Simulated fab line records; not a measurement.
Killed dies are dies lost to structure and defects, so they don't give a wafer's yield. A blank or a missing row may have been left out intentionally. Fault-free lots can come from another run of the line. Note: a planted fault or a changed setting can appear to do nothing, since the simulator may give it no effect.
Which tool did it? | flow n5-finfet | 9 lots, 25 wafers sampled, at 5 steps of a route of 1938

## WHAT EACH GAUGE READ, for each wafer
N5_GATE_CUT_INSPECT_15: inspects for defects (brightfield). Usual: 139 for raw-defect-count, sd 49.
lot  | measured     | on                | raw-defect-count | flag
L460 | day 4 18:35  | defect-inspect-01 | 116 175 141      |
L461 | day 4 22:01  | defect-inspect-02 | 160 118          |
L464 | day 5 09:05  | defect-inspect-01 | 85 92 66         |
L465 | day 5 19:10  | defect-inspect-01 | 302 193          |
L470 | day 6 23:20  | defect-inspect-02 | 142 102 114      |
L473 | day 8 03:23  | defect-inspect-01 | 93 146 109       |
L480 | day 9 10:37  | defect-inspect-02 | 136 91 49        |
L482 | day 10 02:58 | defect-inspect-02 | 76 83 96         |
L483 | day 10 10:44 | defect-inspect-02 | 126 77 146       |

N5_BEOL_M4_RC_MEAS_101. Usual: DIBL_N 35.1 mV/V, standard deviation 1.5; DIBL_P 35.2 mV/V, standard deviation 2; IOFF_N 0.146 nA/um, standard deviation 0.028; IOFF_P 0.20 nA/um, standard deviation 0.036; ION_N 670 uA/um, standard deviation 12; ION_P 462 uA/um, standard deviation 8.2; SS_N 71.2 mV/dec, standard deviation 0.63; SS_P 73.1 mV/dec, standard deviation 0.7; VT_N 250 mV, standard deviation 3.6; VT_P -251 mV, standard deviation 3.3.
lot  | measured     | on        | DIBL_N (mV/V)  | DIBL_P (mV/V)  | IOFF_N (nA/um)    | IOFF_P (nA/um) | ION_N (uA/um) | ION_P (uA/um) | SS_N (mV/dec)  | SS_P (mV/dec)  | VT_N (mV)   | VT_P (mV)      | flag
L460 | day 8 00:46  | prober-01 | 34.7 36.7 37.3 | 33.7 36.4 36.6 | 0.115 0.153 0.167 | 0.16 0.20 0.21 | 634 675 669   | 440 463 453   | 70.6 71.1 71.8 | 73.0 73.7 73.5 | 256 251 247 | -254 -254 -252 |
L461 | day 8 22:20  | prober-02 | 32.4 36.0      | 32.2 37.7      | 0.104 0.163       | 0.16 0.24      | 659 668       | 454 465       | 70.0 71.6      | 72.6 73.4      | 254 248     | -251 -250      |
L464 | day 8 23:44  | prober-01 | 33.9 36.1 36.2 | 32.1 34.9 35.1 | 0.117 0.152 0.156 | 0.17 0.20 0.21 | 671 688 692   | 464 466 476   | 70.1 70.9 71.3 | 72.3 73.4 73.6 | 253 248 249 | -250 -250 -247 |
L465 | day 9 02:35  | prober-02 | 37.0 36.6      | 38.1 38.4      | 0.178 0.183       | 0.21 0.22      | 667 674       | 455 467       | 71.7 71.6      | 74.1 74.4      | 250 246     | -252 -251      |
L470 | day 11 00:43 | prober-02 | 34.4 34.9 36.2 | 33.1 33.4 35.6 | 0.138 0.141 0.167 | 0.17 0.18 0.20 | 672 660 694   | 461 453 470   | 71.4 70.9 71.8 | 73.1 72.8 74.1 | 250 248 243 | -251 -249 -252 |
L473 | day 12 02:44 | prober-01 | 34.1 35.3 36.3 | 33.7 34.8 36.0 | 0.121 0.141 0.159 | 0.22 0.23 0.24 | 665 673 676   | 469 471 470   | 71.1 72.1 71.7 | 72.8 73.8 73.4 | 249 249 249 | -246 -246 -247 |
L480 | day 13 03:50 | prober-01 | 32.4 32.4 35.7 | 31.6 31.9 36.2 | 0.116 0.120 0.183 | 0.19 0.19 0.26 | 656 666 680   | 460 462 475   | 70.9 71.7 71.9 | 71.7 72.3 73.1 | 254 252 246 | -251 -249 -245 |
L482 | day 14 12:02 | prober-01 | 33.1 32.8 33.7 | 32.6 33.5 33.0 | 0.103 0.110 0.116 | 0.15 0.17 0.16 | 657 664 670   | 456 464 451   | 70.5 70.8 70.2 | 71.4 72.8 72.3 | 257 253 253 | -255 -253 -255 |
L483 | day 14 15:52 | prober-01 | 34.9 36.2 35.0 | 36.4 37.9 36.3 | 0.155 0.173 0.146 | 0.21 0.23 0.20 | 684 678 675   | 468 465 472   | 71.1 71.8 71.4 | 73.1 74.0 73.0 | 248 246 248 | -249 -250 -250 |

## EACH LOT AND THE TOOL THAT RAN IT (in order: tool; ch and the chambers of the sampled wafers; start)
lot  | N5_GATE_CUT_STRIP_59              | N5_GATE_CUT_ETCH_28                | N5_GATE_CUT_ETCH_36
L460 | rie-diel-05 ch 0,1,2, day 4 14:43 | rie-diel-06 ch 1,2,3, day 4 18:45  | rie-diel-06 ch 1,2,3, day 4 18:46
L461 | rie-diel-01 ch 1,3, day 4 18:37   | rie-diel-06 ch 1,2, day 4 22:14    | rie-diel-06 ch 1,2, day 4 22:16
L464 | rie-diel-05 ch 2,3, day 5 05:50   | rie-diel-05 ch 0,2, day 5 09:09    | rie-diel-05 ch 0,2, day 5 09:10
L465 | rie-diel-01 ch 0,2, day 5 15:55   | rie-diel-01 ch 2, day 5 19:14      | rie-diel-01 ch 2, day 5 19:15
L470 | rie-diel-06 ch 0,1,2, day 6 19:53 | rie-diel-05 ch 0,1, day 6 23:25    | rie-diel-05 ch 0,1, day 6 23:26
L473 | rie-diel-05 ch 0,2,3, day 8 00:01 | rie-diel-05 ch 0,2,3, day 8 03:35  | rie-diel-05 ch 0,2,3, day 8 03:36
L480 | rie-diel-05 ch 2,3, day 9 07:20   | rie-diel-01 ch 0,2,3, day 9 10:41  | rie-diel-01 ch 0,2,3, day 9 10:42
L482 | rie-diel-06 ch 0,2,3, day 9 21:35 | rie-diel-06 ch 1,2, day 10 03:02   | rie-diel-06 ch 1,2, day 10 03:04
L483 | rie-diel-06 ch 1,2, day 10 07:27  | rie-diel-06 ch 1,2,3, day 10 10:49 | rie-diel-06 ch 1,2,3, day 10 10:50
- N5_GATE_CUT_STRIP_59: strips in N2/H2, time 20 s.
- N5_GATE_CUT_ETCH_28: etches underlayer in N2/H2, target depth 13 nm, time 10.4 s.
- N5_GATE_CUT_ETCH_36: etches SiARC in CF4, target depth 13 nm, time 21.7 s.

## AS READ BY THE TOOLS THEMSELVES (means over the sampled wafers that have a number; for cases with no such wafer, the mark the record gives instead)
N5_GATE_CUT_STRIP_59. Usual: drypump-motor-current-A 5.8 A, standard deviation 0.39; oes-product-au 0.75 a.u., standard deviation 0.079; rf-vpp-V 45.3 V, standard deviation 0.77; showerhead-plenum-p-Torr 3.38 Torr, standard deviation 0.12; throttle-valve-pct 12.43 %, standard deviation 0.27.
lot  | tool        | drypump-motor-current-A (A) | oes-product-au (a.u.) | rf-vpp-V (V) | showerhead-plenum-p-Torr (Torr) | throttle-valve-pct (%) | flag
L460 | rie-diel-05 | 5.7                         | 0.72                  | 45.7         | 3.41                            | 12.44                  |
L461 | rie-diel-01 | 5.4                         | 0.70                  | 45.6         | 3.42                            | 12.46                  |
L464 | rie-diel-05 | 5.6                         | 0.72                  | 44.9         | 3.50                            | 12.65                  |
L465 | rie-diel-01 | 6.3                         | 0.75                  | 45.0         | 3.31                            | 12.15                  |
L470 | rie-diel-06 | 5.8                         | 0.74                  | 45.7         | 3.31                            | 12.67                  |
L473 | rie-diel-05 | 5.6                         | 0.82                  | 45.2         | 3.41                            | 12.32                  |
L480 | rie-diel-05 | 5.7                         | 0.81                  | 45.2         | 3.49                            | 12.37                  |
L482 | rie-diel-06 | 5.7                         | 0.75                  | 45.5         | 3.23                            | 12.50                  |
L483 | rie-diel-06 | 6.1                         | 0.73                  | 44.5         | 3.40                            | 12.71                  |

N5_GATE_CUT_ETCH_28. Usual: drypump-motor-current-A 5.8 A, standard deviation 0.37; etch-rf-on-time-s 10.48 s, standard deviation 0.26; oes-product-au 0.66 a.u., standard deviation 0.078; rf-vpp-V 523.3 V, standard deviation 2.8; showerhead-plenum-p-Torr 2.53 Torr, standard deviation 0.097; throttle-valve-pct 18.04 %, standard deviation 0.27.
lot  | tool        | drypump-motor-current-A (A) | etch-rf-on-time-s (s) | oes-product-au (a.u.) | rf-vpp-V (V) | showerhead-plenum-p-Torr (Torr) | throttle-valve-pct (%) | flag
L460 | rie-diel-06 | 6.0                         | 10.44                 | 0.70                  | 522.8        | 2.53                            | 18.10                  |
L461 | rie-diel-06 | 6.0                         | 10.29                 | 0.64                  | 524.7        | 2.54                            | 18.34                  |
L464 | rie-diel-05 | 5.4                         | 10.73                 | 0.60                  | 524.9        | 2.57                            | 18.26                  |
L465 | rie-diel-01 | 6.0                         | 10.89                 | 0.63                  | 520.6        | 2.45                            | 17.62                  |
L470 | rie-diel-05 | 5.7                         | 11.38                 | 0.60                  | 523.4        | 2.51                            | 17.92                  | OFF
L473 | rie-diel-05 | 5.6                         | 11.32                 | 0.67                  | 524.2        | 2.57                            | 18.04                  | OFF
L480 | rie-diel-01 | 6.2                         | 10.25                 | 0.70                  | 522.7        | 2.49                            | 17.77                  |
L482 | rie-diel-06 | 5.9                         | 10.42                 | 0.60                  | 522.2        | 2.49                            | 18.43                  |
L483 | rie-diel-06 | 6.0                         | 10.34                 | 0.66                  | 522.7        | 2.51                            | 18.16                  |

N5_GATE_CUT_ETCH_36. Usual: drypump-motor-current-A 5.8 A, standard deviation 0.37; etch-rf-on-time-s 21.9 s, standard deviation 0.52; oes-product-au 0.66 a.u., standard deviation 0.075; rf-vpp-V 183.9 V, standard deviation 1.3; showerhead-plenum-p-Torr 2.13 Torr, standard deviation 0.073; throttle-valve-pct 15.76 %, standard deviation 0.25.
lot  | tool        | drypump-motor-current-A (A) | etch-rf-on-time-s (s) | oes-product-au (a.u.) | rf-vpp-V (V) | showerhead-plenum-p-Torr (Torr) | throttle-valve-pct (%) | flag
L460 | rie-diel-06 | 6.0                         | 21.6                  | 0.70                  | 184.4        | 2.13                            | 15.79                  |
L461 | rie-diel-06 | 6.0                         | 21.6                  | 0.64                  | 183.4        | 2.13                            | 15.96                  |
L464 | rie-diel-05 | 5.4                         | 22.3                  | 0.60                  | 183.9        | 2.17                            | 15.97                  |
L465 | rie-diel-01 | 6.0                         | 22.6                  | 0.63                  | 182.4        | 2.08                            | 15.41                  |
L470 | rie-diel-05 | 5.7                         | 22.3                  | 0.61                  | 184.3        | 2.11                            | 15.63                  |
L473 | rie-diel-05 | 5.6                         | 22.3                  | 0.69                  | 184.5        | 2.17                            | 15.70                  |
L480 | rie-diel-01 | 6.2                         | 21.3                  | 0.70                  | 183.7        | 2.10                            | 15.56                  |
L482 | rie-diel-06 | 5.9                         | 21.4                  | 0.61                  | 184.3        | 2.09                            | 16.09                  |
L483 | rie-diel-06 | 6.0                         | 21.4                  | 0.66                  | 184.2        | 2.11                            | 15.86                  |

## THE ANSWER, worked out from the rows above alone
Rule: a lot is off if the mean of its wafers that have a number lies more than 3 standard deviations from the usual mean. Also off: a lot with no number at a reading for which 4 or more lots have one. Any other lot the step has rows for is counted as sound. After the gauges, taken in route order, come the tools' own readings; for these a lot's mean is taken, as printed above. At the first step where some lot is off, the reading lying furthest off is the one used; lots without a number count as furthest.
Off at N5_GATE_CUT_ETCH_28 (etch-rf-on-time-s): L470, L473.
If a tool, at that step or one of the process steps before it, ran each lot that is off and ran no sound lot following the first of them, it fits. One fits: N5_GATE_CUT_ETCH_28 on rie-diel-05. A fault onset in the window from L464 (day 5 09:09, its last sound lot) to L470 (day 6 23:25, its first lot off) fits.

## WHAT WAS PUT IN BY THE SIMULATOR
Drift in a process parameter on rie-diel-05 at N5_GATE_CUT_ETCH_28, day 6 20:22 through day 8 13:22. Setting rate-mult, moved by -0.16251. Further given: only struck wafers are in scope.
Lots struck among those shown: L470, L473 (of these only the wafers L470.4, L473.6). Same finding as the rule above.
